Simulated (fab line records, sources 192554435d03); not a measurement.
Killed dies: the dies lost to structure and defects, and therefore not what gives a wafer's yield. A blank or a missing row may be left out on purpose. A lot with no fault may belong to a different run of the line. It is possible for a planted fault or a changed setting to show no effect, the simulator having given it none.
Split-lot study | flow n5_finfet | 39 wafers read from 7 lots, route of 1938 steps

== THE SPLIT ITSELF ==
At N5_HKMG_FIN_CVD_62 (deposits a-Si from Si2H6, target thk 3 nm, time 20.8 s), the setting temp_c was moved away from the recipe's 500 C on 18 of the 39 wafers read, by -4.6% to +4.1%. The other wafers ran this setting at the recipe's value.

The reading is taken at the split's own step.

== THE READING ==
a-Si_of_HKMG_FIN_CVD_62.thk_nm (the simulator's own value, which no gauge read), in nm, at N5_HKMG_FIN_CVD_62 (deposits a-Si from Si2H6, target thk 3 nm, time 20.8 s). There is no usual value for it anywhere in the file. Here, 21 wafers ran the recipe; their average is 3.0 nm with a standard deviation of 0.11 nm.

wafer  | tool, chamber at the split | temp_c as run, C | against the recipe | a-Si_of_HKMG_FIN_CVD_62.thk_nm, nm | against lot-mates on the recipe
L076.1 | thermal_cvd_si-01, 1,0,1   | 500              | recipe             | 3                                  | -
L076.4 | thermal_cvd_si-01, 1,0,1   | 500              | recipe             | 3                                  | -
L076.6 | thermal_cvd_si-01, 1,0,1   | 500              | recipe             | 3                                  | -
L076.2 | thermal_cvd_si-01, 0       | 508.1            | +1.6%              | 3.6                                | +0.6
L076.3 | thermal_cvd_si-01, 2       | 508.1            | +1.6%              | 4                                  | +1.0
L076.5 | thermal_cvd_si-01, 2       | 508.1            | +1.6%              | 3.8                                | +0.8
L079.1 | thermal_cvd_si-02, 0       | 500              | recipe             | 3                                  | -
L079.6 | thermal_cvd_si-02, 0       | 500              | recipe             | 3                                  | -
L079.2 | thermal_cvd_si-02, 1       | 500              | recipe             | 3.2                                | -
L079.3 | thermal_cvd_si-02, 2,1     | 520.6            | +4.1%              | 5.6                                | +2.5
L079.5 | thermal_cvd_si-02, 2,1     | 520.6            | +4.1%              | 5.6                                | +2.5
L079.4 | thermal_cvd_si-02, 2       | 520.6            | +4.1%              | 5.4                                | +2.3
L080.1 | thermal_cvd_si-01, 2       | 500              | recipe             | 3.2                                | -
L080.2 | thermal_cvd_si-01, 0,1     | 500              | recipe             | 3                                  | -
L080.3 | thermal_cvd_si-01, 0,1     | 500              | recipe             | 3                                  | -
L080.4 | thermal_cvd_si-01, 1,0     | 508.2            | +1.6%              | 3.8                                | +0.7
L080.6 | thermal_cvd_si-01, 1,0     | 508.2            | +1.6%              | 3.8                                | +0.7
L080.5 | thermal_cvd_si-01, 2       | 508.2            | +1.6%              | 4                                  | +0.9
L084.1 | thermal_cvd_si-01, 1,0,1   | 500              | recipe             | 3                                  | -
L084.3 | thermal_cvd_si-01, 1,0,1   | 500              | recipe             | 3                                  | -
L084.4 | thermal_cvd_si-01, 1,0,1   | 500              | recipe             | 3                                  | -
L084.2 | thermal_cvd_si-01, 0,1,0   | 477.2            | -4.6%              | 1.4                                | -1.6
L084.5 | thermal_cvd_si-01, 0,1,0   | 477.2            | -4.6%              | 1.4                                | -1.6
L084.6 | thermal_cvd_si-01, 0,1,0   | 477.2            | -4.6%              | 1.4                                | -1.6
L085.1 | thermal_cvd_si-02, 1       | 485.9            | -2.8%              | 2                                  | -0.8
L085.2 | thermal_cvd_si-02, 2,0,1   | 500              | recipe             | 2.8                                | -
L085.3 | thermal_cvd_si-02, 2,0,1   | 500              | recipe             | 2.8                                | -
L085.4 | thermal_cvd_si-02, 2,0,1   | 500              | recipe             | 2.8                                | -
L085.5 | thermal_cvd_si-02, 0,2     | 485.9            | -2.8%              | 1.8                                | -1.0
L085.6 | thermal_cvd_si-02, 0,2     | 485.9            | -2.8%              | 1.8                                | -1.0
L088.1 | thermal_cvd_si-01, 1       | 500              | recipe             | 3.2                                | -
L088.2 | thermal_cvd_si-01, 0,1     | 500              | recipe             | 3                                  | -
L088.6 | thermal_cvd_si-01, 0,1     | 500              | recipe             | 3                                  | -
L088.3 | thermal_cvd_si-01, 1,0     | 487.1            | -2.6%              | 2.2                                | -0.9
L088.4 | thermal_cvd_si-01, 1,0     | 487.1            | -2.6%              | 2.2                                | -0.9
L088.5 | thermal_cvd_si-01, 0       | 487.1            | -2.6%              | 2                                  | -1.1
L091.1 | thermal_cvd_si-02, 1,2,2   | 500              | recipe             | 3                                  | -
L091.2 | thermal_cvd_si-02, 1,2,2   | 500              | recipe             | 3                                  | -
L091.4 | thermal_cvd_si-02, 1,2,2   | 500              | recipe             | 3                                  | -
The file does not say which wafer passed through which chamber wherever a row lists several chambers: such a row stands for several wafers.

FIT RESULTS
A straight line over all 39 wafers: a-Si_of_HKMG_FIN_CVD_62.thk_nm changes by +0.455 nm for each +1% of temp_c; r = +0.97; the points scatter about the line by 0.24 nm.
The same after taking each lot's own level away (the mean of its wafers on the recipe; 39 wafers): +0.441 nm for each +1%; r = +0.97; scatter 0.22 nm.
The reading moves by 2 nm for the largest change in temp_c, on that fit.
The lots' own levels span 2.80 to 3.07 nm, that is 2.5 times the standard deviation above.
The two slopes agree, so the slope changes little with the lot-to-lot level.
Check: -1.92 nm against its lot-mates is what the line predicts for one of the wafers moved furthest among these (-4.6%) when that wafer is left out of the fit. Against them it came out at -1.6 nm.

== OTHER SPLITS APPLIED TO THESE WAFERS ==
Other splits were also applied to these wafers ahead of the reading. Each is held against what the fit with the lots' levels taken away leaves over:
other split on the same wafers | wafers away from the commonest value | r with a-Si_of_HKMG_FIN_CVD_62.thk_nm (lot level and that fit taken away)
N5_DUMMY_GATE_ETCH_37 source_w | 18                                   | -0.11

== FILE'S OWN FIT ==
a-Si_of_HKMG_FIN_CVD_62.thk_nm changes by +0.435 nm for each +1% of temp_c, r = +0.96.
